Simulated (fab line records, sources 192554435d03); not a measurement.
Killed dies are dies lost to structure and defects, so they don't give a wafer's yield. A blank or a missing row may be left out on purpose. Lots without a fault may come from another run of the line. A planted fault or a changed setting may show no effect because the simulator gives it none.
Chamber matching | flow n5_finfet | N5_DUMMY_GATE_HM_OPEN_21 on rie_diel-05: 4 sister chambers
The step chemistry CH3F/O2, target SiNx, target depth 120 nm, time 171.4 s. 4 wafers are shown with their chamber, then 10 later ones without.

WAFERS WITH THEIR CHAMBER
wafer  | chamber | rf_vpp_V (V)
L075.6 | 3       | 305
L086.6 | 0       | 303
L088.1 | 2       | 291
L088.3 | 1       | 296

WAFERS WITHOUT THEIR CHAMBER
wafer  | rf_vpp_V (V)
L088.5 | 292
L093.1 | 306
L093.4 | 304
L093.5 | 296
L095.2 | 304
L095.3 | 291
L095.4 | 295
L096.2 | 304
L096.3 | 303
L096.6 | 305

WHICH CHAMBER EACH WENT THROUGH
wafer  | from the rows above     | in truth
L088.5 | 2                       | 2
L093.1 | 3                       | 3
L093.4 | can't be placed: 0 or 3 | 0
L093.5 | 1                       | 1
L095.2 | can't be placed: 0 or 3 | 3
L095.3 | 2                       | 2
L095.4 | 1                       | 1
L096.2 | can't be placed: 0 or 3 | 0
L096.3 | 0                       | 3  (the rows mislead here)
L096.6 | 3                       | 3
Placed correctly: 6 of 10. Can't be placed from these rows: 3 (the true chamber is among the candidates in 3). Placed wrongly: 1.
How it was worked out, from the rows above alone: a wafer's distance from a chamber is the root of the sum, over the readings, of the square of ((its reading less the chamber's mean) divided by the reading's scatter). The wafer belongs to the nearest chamber; if the next one is less than 2 further off, it can't be placed. A chamber's mean is the mean of its shown wafers. The scatter: with one shown wafer a chamber, the root of the mean of the squares of how far each hidden wafer lies from its nearest shown one.
